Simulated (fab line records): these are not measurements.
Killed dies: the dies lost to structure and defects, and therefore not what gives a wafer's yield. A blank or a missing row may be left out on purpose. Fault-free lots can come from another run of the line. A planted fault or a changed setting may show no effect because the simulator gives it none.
fab line records + flow n5Finfet
record:
- lots: 5
- wafers: 14
- lastDay: 18
route steps=1938 shown SD_EPI_P@298 BEOL_M4@1111
lots untouched by any fault: they come from a run of this same line in which no faults occurred
startH: the number of hours between the record's first day and the start of the first shown wafer of the lot + waitH: time in hours since the lot's previous step + " the same as in the row above + L1.1+2: one row covering several wafers at once + - no value present, or no start provided + * or withheld: withheld + < > ~ a bound
route shown NAME@n: a module of which the file shows steps, and the number in the route of the first + usual: average and standard deviation across the fault-free wafers + same: alike in all rows + chamber/n: place in a boat + sites: per-site readings + _std_site: the standard deviation of these + _edge_site: mean of outer sites minus mean of inner sites + radiusMm: how far each site lies from the wafer's centre + mask NAME#n: copy n + behind: tool/chamber where the wafer was last shaped + hold: what put the lot on hold/how long, in hours/how the hold closed + device: whichever transistor did not switch (one of n, p or np) + end of line: at the end of the route, the tests of the same wafers + where a step has no rows: the recipe by itself + killed: count of dies lost to structure and defects at first sort (not the wafer's yield) + map: shows each die of a wafer: x if killed, . if not, _ if none is there
set.NAME: setting as actually run; set.NAME@STEP: the setting as run at that earlier step + model.NAME: the simulator's own value behind a step, which no gauge read
lots at selected steps of the route; one table per step, one row per wafer
services: from which hour (startH, from the record's first day; less than 0 if before it) a tool's chamber was out of use, for how many hours, and why
== steps ==
step: N5_SD_EPI_P_EBR_05
recipe:
- solvent: PGMEA
- ebrWidthMm: 1.5
step: N5_SD_EPI_P_SOFTBAKE_04
recipe:
- tempC: 110
- timeS: 60
- resist: CAR-ArF-block
step: N5_SD_EPI_P_EXPOSE_06
recipe:
- maskId: SD_P_BLK
- na: 1.35
- sourceShape: conventional
- sigmaOuter: 0.8
- polarization: unpolarized
- targetCdNm: 240
- doseMj: 39.5
step: N5_SD_EPI_P_PEB_07
recipe:
- pebTempC: 110
- pebTimeS: 60
- resist: CAR-ArF-block
step: N5_SD_EPI_P_DEVELOP_08
recipe:
- developTimeS: 30
- developer: TMAH
- resist: CAR-ArF-block
- devTempC: 23
- rinseLiquid: diw
- dry: airSpin
step: N5_SD_EPI_P_CD_MEAS_09
recipe:
- targetCdNm: 240
- landingEnergyEv: 500
- detector: seInlens
usual:
- cdNm: 240.1/0.78
| lot.wafer | tool     | chamber | startH | waitH | cdNm  |
|-----------|----------|---------|--------|-------|-------|
| L136.2    | cdSem-01 | 0       | 77.20  | -     | 240.2 |
| L136.3    | "        | 0       | "      | "     | 239.9 |
| L136.5    | "        | 0       | "      | "     | 241.4 |
| L139.1    | cdSem-02 | 0       | 97.18  | -     | 239.0 |
| L139.3    | "        | 0       | "      | "     | 240.3 |
| L139.4    | "        | 0       | "      | "     | 239.9 |
| L144.2    | cdSem-03 | 0       | 128.69 | -     | 239.6 |
| L144.6    | "        | 0       | "      | "     | 240.2 |
| L153.2    | cdSem-01 | 0       | 177.79 | -     | 241.5 |
| L153.3    | "        | 0       | "      | "     | 240.2 |
| L153.6    | "        | 0       | "      | "     | 239.7 |
| L154.1    | cdSem-03 | 0       | 188.97 | -     | 240.9 |
| L154.3    | "        | 0       | "      | "     | 240.2 |
| L154.5    | "        | 0       | "      | "     | 241.2 |
step: N5_SD_EPI_P_OVL_MEAS_10
recipe:
- pointsPerWafer: 44
usual:
- SD_P_BLK_OVL: 0.2/0.82
| lot.wafer | tool       | chamber | startH | waitH | SD_P_BLK_OVL[nm] |
|-----------|------------|---------|--------|-------|------------------|
| L136.2    | overlay-02 | 0       | 77.23  | 0.0   | 1.4              |
| L136.3    | "          | 0       | "      | "     | 0.6              |
| L136.5    | "          | 0       | "      | "     | 0.7              |
| L139.1    | overlay-01 | 0       | 97.22  | 0.0   | 0.2              |
| L139.3    | "          | 0       | "      | "     | 0.0              |
| L139.4    | "          | 0       | "      | "     | 0.0              |
| L144.2    | overlay-01 | 0       | 128.72 | 0.0   | 1.9              |
| L144.6    | "          | 0       | "      | "     | 2.0              |
| L153.2    | overlay-01 | 0       | 177.82 | 0.0   | 0.9              |
| L153.3    | "          | 0       | "      | "     | -0.1             |
| L153.6    | "          | 0       | "      | "     | 0.7              |
| L154.1    | overlay-01 | 0       | 189.00 | 0.0   | 0.1              |
| L154.3    | "          | 0       | "      | "     | -0.1             |
| L154.5    | "          | 0       | "      | "     | 0.2              |
step: N5_SD_EPI_P_INSPECT_11
recipe:
- mode: adi
- inspectInstrument: macro
usual:
- rawDefectCount: 2.0/1.5
| lot.wafer | tool             | chamber | startH | waitH | rawDefectCount |
|-----------|------------------|---------|--------|-------|----------------|
| L136.2    | defectInspect-02 | -       | 77.25  | 0.0   | 2              |
| L136.3    | "                | -       | "      | "     | 5              |
| L136.5    | "                | -       | "      | "     | 1              |
| L139.1    | defectInspect-01 | -       | 97.24  | 0.0   | 1              |
| L139.3    | "                | -       | "      | "     | 2              |
| L139.4    | "                | -       | "      | "     | 1              |
| L144.2    | defectInspect-01 | -       | 128.74 | 0.0   | 1              |
| L144.6    | "                | -       | "      | "     | 2              |
| L153.2    | defectInspect-02 | -       | 177.84 | 0.0   | 2              |
| L153.3    | "                | -       | "      | "     | 2              |
| L153.6    | "                | -       | "      | "     | 0              |
| L154.1    | defectInspect-02 | -       | 189.03 | 0.0   | 0              |
| L154.3    | "                | -       | "      | "     | 2              |
| L154.5    | "                | -       | "      | "     | 2              |
step: N5_SD_EPI_P_DESCUM_14
recipe:
- chemistry: O2
- timeS: 7.9
- sourcePowerW: 50
- biasPowerW: 20
- pressureMtorr: 20
- rfFrequencyHz: 2.712e+07
- tempC: 40
- resist: CAR-ArF-block
- o2FlowSccm: 225
usual:
- drypumpMotorCurrentA: 5.9/0.37
- o2FlowSccm: 225.0/0.64
- oesProductAu: 0.74/0.055
- rfFwdPowerW: 49.39/0.2
- rfVppV: 243.6/1.4
- showerheadPlenumPTorr: 2.12/0.061
- throttleValvePct: 20.54/0.24
| lot.wafer | tool       | chamber | startH | waitH | drypumpMotorCurrentA | o2FlowSccm | oesProductAu | rfFwdPowerW | rfHoursCounterH | rfVppV | showerheadPlenumPTorr | throttleValvePct |
|-----------|------------|---------|--------|-------|----------------------|------------|--------------|-------------|-----------------|--------|-----------------------|------------------|
| L136.2    | rieDiel-06 | 0       | 77.29  | 0.0   | 5.4                  | 225.8      | 0.72         | 49.36       | 162             | 243.4  | 2.09                  | 20.80            |
| L136.3    | "          | 3       | "      | "     | 6.0                  | 224.7      | 0.73         | 49.42       | 170             | 242.2  | 1.99                  | 20.64            |
| L136.5    | "          | 3       | "      | "     | 6.0                  | 225.2      | 0.73         | 49.38       | -               | 241.7  | 1.99                  | 20.64            |
| L139.1    | rieDiel-03 | 3       | 97.27  | 0.0   | 6.3                  | 225.0      | 0.70         | 49.38       | 237             | 244.2  | 2.16                  | 20.39            |
| L139.3    | "          | 0       | "      | "     | 6.2                  | 225.6      | 0.72         | 49.83       | 202             | 244.3  | 2.17                  | 20.85            |
| L139.4    | "          | 1       | "      | "     | 5.7                  | 224.9      | 0.72         | 49.34       | -               | 244.5  | 2.16                  | 20.40            |
| L144.2    | rieDiel-06 | 1       | 128.78 | 0.0   | 5.3                  | 225.6      | 0.77         | 49.47       | 127             | 242.5  | 2.11                  | 20.56            |
| L144.6    | "          | 3       | "      | "     | 6.0                  | 224.5      | 0.72         | 49.44       | -               | 241.6  | 1.99                  | 20.66            |
| L153.2    | rieDiel-03 | 2       | 177.87 | 0.0   | 5.7                  | 226.0      | 0.83         | 49.43       | 71              | 243.1  | 2.05                  | 20.33            |
| L153.3    | "          | 1       | "      | "     | 5.7                  | 223.5      | 0.70         | 49.21       | 200             | 245.9  | 2.15                  | 20.43            |
| L153.6    | "          | 1       | "      | "     | 5.7                  | 225.0      | 0.70         | 49.18       | -               | 244.8  | 2.15                  | 20.43            |
| L154.1    | rieDiel-04 | 0       | 189.09 | 0.1   | 6.1                  | 224.7      | 0.85         | 49.03       | 69              | 245.1  | 2.13                  | 20.01            |
| L154.3    | "          | 1       | "      | "     | 6.3                  | 225.3      | 0.74         | 49.68       | 146             | 245.6  | 2.17                  | 20.33            |
| L154.5    | "          | 1       | "      | "     | 6.3                  | 225.2      | 0.74         | 49.70       | -               | 245.5  | 2.17                  | 20.33            |
step: N5_SD_EPI_P_ETCH_36
recipe:
- chemistry: CF4
- target: SiARC
- targetDepthA: 455
- maskMaterial: CAR-ArF-block
- timeS: 75.8
- ionEnergyEv: 80
- pressureMtorr: 40
- sourceW: 545
- biasW: 36
- Ar_flow_sccm: 100
- cf4FlowSccm: 100
- ends: cleared
usual:
- drypumpMotorCurrentA: 5.9/0.37
- etchRfOnTimeS: 77.2/2.3
- oesProductAu: 0.63/0.051
- rfFwdPowerW: 539.4/2
- rfVppV: 184.2/1.1
- showerheadPlenumPTorr: 2.16/0.059
- throttleValvePct: 15.72/0.23
| lot.wafer | tool       | chamber | startH | waitH | drypumpMotorCurrentA | etchRfOnTimeS | oesProductAu | rfFwdPowerW | rfHoursCounterH | rfVppV | showerheadPlenumPTorr | throttleValvePct |
|-----------|------------|---------|--------|-------|----------------------|---------------|--------------|-------------|-----------------|--------|-----------------------|------------------|
| L136.2    | rieDiel-06 | 0       | 77.32  | 0.0   | 5.4                  | 76.0          | 0.63         | 537.5       | 162             | 183.0  | 2.14                  | 16.03            |
| L136.3    | "          | 3       | "      | "     | 6.0                  | 78.0          | 0.62         | 537.5       | 170             | 183.0  | 2.05                  | 15.86            |
| L136.5    | "          | 3       | "      | "     | 6.0                  | 78.8          | 0.61         | 538.8       | -               | 182.6  | 2.05                  | 15.84            |
| L139.1    | rieDiel-03 | 3       | 97.31  | 0.0   | 6.3                  | 79.7          | 0.58         | 535.5       | 237             | 185.2  | 2.19                  | 15.58            |
| L139.3    | "          | 0       | "      | "     | 6.2                  | 76.7          | 0.61         | 539.4       | 202             | 183.2  | 2.20                  | 15.91            |
| L139.4    | "          | 1       | "      | "     | 5.7                  | 80.0          | 0.60         | 540.9       | -               | 184.2  | 2.23                  | 15.75            |
| L144.2    | rieDiel-06 | 1       | 128.81 | 0.0   | 5.3                  | 79.5          | 0.64         | 541.8       | 127             | 182.8  | 2.16                  | 15.62            |
| L144.6    | "          | 3       | "      | "     | 6.0                  | 78.3          | 0.60         | 538.4       | -               | 183.7  | 2.04                  | 15.88            |
| L153.2    | rieDiel-03 | 2       | 177.91 | 0.0   | 5.7                  | 71.9          | 0.73         | 540.4       | 71              | 183.0  | 2.10                  | 15.42            |
| L153.3    | "          | 1       | "      | "     | 5.7                  | 79.0          | 0.59         | 535.2       | 200             | 184.5  | 2.22                  | 15.81            |
| L153.6    | "          | 1       | "      | "     | 5.7                  | 79.5          | 0.58         | 536.8       | -               | 184.1  | 2.22                  | 15.81            |
| L154.1    | rieDiel-04 | 0       | 189.12 | 0.0   | 6.0                  | 78.4          | 0.72         | 535.6       | 69              | 185.1  | 2.17                  | 15.19            |
| L154.3    | "          | 1       | "      | "     | 6.3                  | 78.4          | 0.62         | 542.1       | 146             | 184.3  | 2.23                  | 15.62            |
| L154.5    | "          | 1       | "      | "     | 6.3                  | 78.2          | 0.63         | 542.6       | -               | 186.8  | 2.23                  | 15.61            |
step: N5_SD_EPI_P_ETCH_37
recipe:
- chemistry: N2/H2
- target: SOC
- overetchA: 1080
- maskMaterial: SiARC
- tempC: 40
- ionEnergyEv: 100
- sourceW: 3000
- biasW: 133
- pressureMtorr: 20
- timeS: 486
- n2FlowSccm: 200
- h2FlowSccm: 200
- ends: endPoint
usual:
- drypumpMotorCurrentA: 5.9/0.38
- oesProductAu: 0.67/0.048
- rfFwdPowerW: 2995/9.6
- rfVppV: 241.1/1.2
- showerheadPlenumPTorr: 2.57/0.076
- throttleValvePct: 23.91/0.27
| lot.wafer | tool       | chamber | startH | waitH | drypumpMotorCurrentA | oesProductAu | rfFwdPowerW | rfHoursCounterH | rfVppV | showerheadPlenumPTorr | throttleValvePct |
|-----------|------------|---------|--------|-------|----------------------|--------------|-------------|-----------------|--------|-----------------------|------------------|
| L136.2    | rieDiel-06 | 0       | 77.38  | 0.0   | 5.4                  | 0.66         | 2982        | 162             | 241.7  | 2.52                  | 24.05            |
| L136.3    | "          | 3       | "      | "     | 6.0                  | 0.66         | 2996        | 170             | 239.3  | 2.43                  | 24.04            |
| L136.5    | "          | 3       | "      | "     | 6.0                  | 0.66         | 2998        | -               | 240.2  | 2.43                  | 24.01            |
| L139.1    | rieDiel-03 | 3       | 97.36  | 0.0   | 6.3                  | 0.63         | 2981        | 237             | 243.3  | 2.61                  | 23.62            |
| L139.3    | "          | 0       | "      | "     | 6.2                  | 0.65         | 3001        | 202             | 241.6  | 2.63                  | 24.20            |
| L139.4    | "          | 1       | "      | "     | 5.7                  | 0.65         | 2990        | -               | 242.7  | 2.65                  | 23.94            |
| L144.2    | rieDiel-06 | 1       | 128.87 | 0.0   | 5.3                  | 0.69         | 2982        | 127             | 239.6  | 2.55                  | 24.15            |
| L144.6    | "          | 3       | "      | "     | 6.0                  | 0.65         | 3002        | -               | 240.7  | 2.43                  | 24.04            |
| L153.2    | rieDiel-03 | 2       | 177.97 | 0.0   | 5.7                  | 0.74         | 2978        | 71              | 240.0  | 2.46                  | 23.47            |
| L153.3    | "          | 1       | "      | "     | 5.7                  | 0.63         | 2979        | 200             | 241.8  | 2.64                  | 24.01            |
| L153.6    | "          | 1       | "      | "     | 5.8                  | 0.62         | 2999        | -               | 242.5  | 2.63                  | 24.00            |
| L154.1    | rieDiel-04 | 0       | 189.18 | 0.0   | 6.1                  | 0.77         | 2997        | 69              | 240.0  | 2.59                  | 23.53            |
| L154.3    | "          | 1       | "      | "     | 6.3                  | 0.67         | 2991        | 146             | 242.9  | 2.64                  | 23.44            |
| L154.5    | "          | 1       | "      | "     | 6.3                  | 0.67         | 2989        | -               | 240.9  | 2.64                  | 23.45            |
step: N5_SD_EPI_P_STRIP_38
recipe:
- chemistry: N2/H2
- tempC: 40
- n2FlowSccm: 200
- h2FlowSccm: 200
- rfFrequencyHz: 6e+07
step: N5_SD_EPI_P_ETCHBACK_46
recipe:
- chemistry: CH3F/O2
- mode: anisotropicEtchback
- target: SiNx
- targetDepthA: 175
- stopOn: SiO2
- overEtchFrac: 0.3
- ionEnergyEv: 120
- pressureMtorr: 30
- sourceW: 395
- biasW: 73
- Ar_flow_sccm: 150
- CH3F_flow_sccm: 30
- O2_flow_sccm: 20
usual:
- drypumpMotorCurrentA: 5.9/0.38
- oesProductAu: 0.64/0.046
- rfFwdPowerW: 393.4/1.3
- rfVppV: 297/4.4
- showerheadPlenumPTorr: 2.02/0.059
- throttleValvePct: 16.47/0.24
| lot.wafer | tool       | chamber | startH | waitH | drypumpMotorCurrentA | oesProductAu | rfFwdPowerW | rfHoursCounterH | rfVppV | showerheadPlenumPTorr | throttleValvePct | model.SiARC_of_SD_EPI_P_COAT_35.thkNm |
|-----------|------------|---------|--------|-------|----------------------|--------------|-------------|-----------------|--------|-----------------------|------------------|---------------------------------------|
| L136.2    | rieDiel-06 | 0       | 77.70  | 0.0   | 5.4                  | 0.63         | 392.0       | 162             | 303    | 2.00                  | 16.74            | 15.4                                  |
| L136.3    | "          | 3       | "      | "     | 6.0                  | 0.62         | 393.8       | 170             | 290    | 1.91                  | 16.60            | 16                                    |
| L136.5    | "          | 3       | "      | "     | 6.0                  | 0.63         | 393.3       | -               | 292    | 1.91                  | 16.60            | 16.2                                  |
| L139.1    | rieDiel-03 | 3       | 97.69  | 0.0   | 6.4                  | 0.61         | 393.4       | 237             | 298    | 2.05                  | 16.33            | 16                                    |
| L139.3    | "          | 0       | "      | "     | 6.2                  | 0.62         | 395.5       | 202             | 301    | 2.06                  | 16.66            | 15.2                                  |
| L139.4    | "          | 1       | "      | "     | 5.7                  | 0.62         | 394.0       | -               | 292    | 2.08                  | 16.44            | 16.2                                  |
| L144.2    | rieDiel-06 | 1       | 129.19 | 0.0   | 5.3                  | 0.66         | 392.0       | 127             | 290    | 2.02                  | 16.39            | 16.2                                  |
| L144.6    | "          | 3       | "      | "     | 6.0                  | 0.51         | 395.0       | -               | 291    | 1.90                  | 16.61            | 14                                    |
| L153.2    | rieDiel-03 | 2       | 178.29 | 0.0   | 5.7                  | 0.71         | 392.7       | 71              | 295    | 1.96                  | 16.23            | 14.4                                  |
| L153.3    | "          | 1       | "      | "     | 5.7                  | 0.60         | 393.7       | 200             | 293    | 2.07                  | 16.52            | 16.2                                  |
| L153.6    | "          | 1       | "      | "     | 5.7                  | 0.59         | 393.2       | -               | 292    | 2.07                  | 16.51            | 16.4                                  |
| L154.1    | rieDiel-04 | 0       | 189.50 | 0.0   | 6.1                  | 0.73         | 391.9       | 69              | 303    | 2.02                  | 15.86            | 16                                    |
| L154.3    | "          | 1       | "      | "     | 6.3                  | 0.64         | 394.6       | 146             | 297    | 2.10                  | 16.43            | 16                                    |
| L154.5    | "          | 1       | "      | "     | 6.3                  | 0.65         | 393.3       | -               | 296    | 2.10                  | 16.45            | 15.8                                  |
step: N5_SD_EPI_P_ETCH_47
recipe:
- chemistry: CH3F/O2
- target: SiOCN
- targetDepthA: 250
- maskMaterial: SOC
- ionEnergyEv: 60
- biasW: 29
- pressureMtorr: 30
- sourceW: 410
- Ar_flow_sccm: 150
- CH3F_flow_sccm: 30
- O2_flow_sccm: 20
usual:
- drypumpMotorCurrentA: 5.9/0.38
- oesProductAu: 0.74/0.058
- rfFwdPowerW: 408.3/1.4
- rfVppV: 127.3/2
- showerheadPlenumPTorr: 2.02/0.059
- throttleValvePct: 16.45/0.24
| lot.wafer | tool       | chamber | startH | waitH | drypumpMotorCurrentA | oesProductAu | rfFwdPowerW | rfHoursCounterH | rfVppV | showerheadPlenumPTorr | throttleValvePct |
|-----------|------------|---------|--------|-------|----------------------|--------------|-------------|-----------------|--------|-----------------------|------------------|
| L136.2    | rieDiel-06 | 0       | 77.80  | 0.1   | 5.4                  | 0.74         | 410.3       | 162             | 129.3  | 2.00                  | 16.70            |
| L136.3    | "          | 3       | "      | "     | 6.0                  | 0.73         | 409.8       | 170             | 123.9  | 1.91                  | 16.57            |
| L136.5    | "          | 3       | "      | "     | 6.0                  | 0.73         | 411.2       | -               | 123.8  | 1.91                  | 16.57            |
| L139.1    | rieDiel-03 | 3       | 97.79  | 0.1   | 6.3                  | 0.68         | 406.9       | 237             | 128.4  | 2.05                  | 16.28            |
| L139.3    | "          | 0       | "      | "     | 6.2                  | 0.71         | 408.7       | 202             | 129.6  | 2.06                  | 16.65            |
| L139.4    | "          | 1       | "      | "     | 5.7                  | 0.70         | 405.7       | -               | 125.8  | 2.08                  | 16.41            |
| L144.2    | rieDiel-06 | 1       | 129.29 | 0.1   | 5.3                  | 0.75         | 407.2       | 127             | 125.2  | 2.02                  | 16.39            |
| L144.6    | "          | 3       | "      | "     | 6.0                  | 0.71         | 408.4       | -               | 124.7  | 1.90                  | 16.60            |
| L153.2    | rieDiel-03 | 2       | 178.39 | 0.1   | 5.7                  | 0.83         | 409.1       | 71              | 128.2  | 1.96                  | 16.17            |
| L153.3    | "          | 1       | "      | "     | 5.7                  | 0.69         | 407.6       | 200             | 124.5  | 2.07                  | 16.47            |
| L153.6    | "          | 1       | "      | "     | 5.7                  | 0.68         | 408.2       | -               | 126.6  | 2.07                  | 16.48            |
| L154.1    | rieDiel-04 | 0       | 189.60 | 0.1   | 6.1                  | 0.85         | 411.7       | 69              | 130.1  | 2.02                  | 15.85            |
| L154.3    | "          | 1       | "      | "     | 6.3                  | 0.74         | 408.2       | 146             | 126.1  | 2.10                  | 16.41            |
| L154.5    | "          | 1       | "      | "     | 6.3                  | 0.75         | 407.6       | -               | 128.7  | 2.10                  | 16.41            |
step: N5_BEOL_M4_RC_MEAS_101
usual:
- DIBL_N: 36.3/1.8
- DIBL_P: 36.5/2.1
- IOFF_N: 0.16/0.031
- IOFF_P: 0.22/0.038
- ION_N: 677/12
- ION_P: 466/7.8
- SS_N: 71.5/0.61
- SS_P: 73.2/0.7
- VT_N: 249/3
- VT_P: -248.9/3
| lot.wafer | tool      | chamber | startH | waitH | DIBL_N[mV/V] | DIBL_P[mV/V] | IOFF_N[nA/um] | IOFF_P[nA/um] | ION_N[uA/um] | ION_P[uA/um] | SS_N[mV/dec] | SS_P[mV/dec] | VT_N[mV] | VT_P[mV] |
|-----------|-----------|---------|--------|-------|--------------|--------------|---------------|---------------|--------------|--------------|--------------|--------------|----------|----------|
| L136.2    | prober-02 | 0       | 207.22 | 0.2   | 35.4         | 34.5         | 0.15          | 0.20          | 692          | 476          | 70.6         | 73.4         | 250      | -248.2   |
| L136.3    | "         | 0       | "      | "     | 36.9         | 36.3         | 0.17          | 0.23          | 693          | 473          | 71.0         | 72.9         | 249      | -246.7   |
| L136.5    | "         | 0       | "      | "     | 36.6         | 36.1         | 0.16          | 0.22          | 697          | 473          | 71.6         | 73.3         | 251      | -246.8   |
| L139.1    | prober-02 | 0       | 216.87 | 0.0   | 37.0         | 39.4         | 0.22          | 0.31          | 692          | 484          | 71.1         | 73.6         | 242      | -241.3   |
| L139.3    | "         | 0       | "      | "     | 37.5         | 40.0         | 0.22          | 0.31          | 707          | 490          | 71.5         | 73.4         | 241      | -240.8   |
| L139.4    | "         | 0       | "      | "     | 36.3         | 38.1         | 0.19          | 0.28          | 680          | 473          | 71.8         | 73.4         | 246      | -241.1   |
| L144.2    | prober-01 | 0       | 249.14 | 0.2   | 36.5         | 35.9         | 0.14          | 0.22          | 678          | 470          | 71.6         | 73.2         | 250      | -247.4   |
| L144.6    | "         | 0       | "      | "     | 36.4         | 38.1         | 0.15          | 0.27          | 677          | 474          | 71.5         | 73.8         | 251      | -246.6   |
| L153.2    | prober-02 | 0       | 307.84 | 0.2   | 33.4         | 33.2         | 0.12          | 0.16          | 657          | 459          | 70.7         | 71.8         | 253      | -252.4   |
| L153.3    | "         | 0       | "      | "     | 34.7         | 35.0         | 0.13          | 0.19          | 671          | 462          | 71.4         | 72.5         | 254      | -249.9   |
| L153.6    | "         | 0       | "      | "     | 34.0         | 34.9         | 0.13          | 0.19          | 680          | 471          | 70.4         | 73.4         | 251      | -250.9   |
| L154.1    | prober-01 | 0       | 316.30 | 0.0   | 35.0         | 35.3         | 0.14          | 0.22          | 685          | 479          | 71.6         | 73.0         | 251      | -248.2   |
| L154.3    | "         | 0       | "      | "     | 36.7         | 37.8         | 0.17          | 0.25          | 675          | 471          | 71.2         | 73.9         | 249      | -245.9   |
| L154.5    | "         | 0       | "      | "     | 34.5         | 35.2         | 0.14          | 0.21          | 689          | 477          | 71.6         | 72.5         | 250      | -250.0   |
== services ==
| tool       | chamber | startH | hours | kind                        |
|------------|---------|--------|-------|-----------------------------|
| rieDiel-06 | 2       | 61.78  | 5.3   | repair                      |
| rieDiel-04 | 0       | 63.01  | 9.9   | repair                      |
| rieDiel-04 | 1       | 73.95  | 1.3   | repair                      |
| rieDiel-03 | 2       | 91.92  | 5.7   | repair                      |
| rieDiel-03 | 2       | 104.37 | 62.3  | repair                      |
| rieDiel-04 | -       | 122.71 | 2.8   | pm                          |
| rieDiel-03 | 3       | 166.76 | -     | clean                       |
| rieDiel-03 | 3       | 166.76 | -     | consumableReplace:focusRing |
| rieDiel-03 | 3       | 166.76 | 20.0  | scheduledDown               |
| rieDiel-03 | 3       | 166.76 | 20.0  | ventCycle                   |
== key ==
firstSign none at tools or gauges
modelEffect:
- step: N5_SD_EPI_P_ETCHBACK_46
- value: SiARC_of_SD_EPI_P_COAT_35.thkNm
- without: 16
- struck: 14
metAt N5_SD_EPI_P_ETCHBACK_46
struckWafers L144.6
onsetBetween 77.70 129.19
fault:
- kind: processParameterDrift
- tool: rieDiel-06
- chamber: -
- onsetH: 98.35
- steps: N5_SD_EPI_P_ETCHBACK_46
- channel: targetDepthA
- offset: 76.517
- shape: step
- endH: 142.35
- scope: struckWafersOnly
- actsIn: theseRecipesOnly
- stated: 175
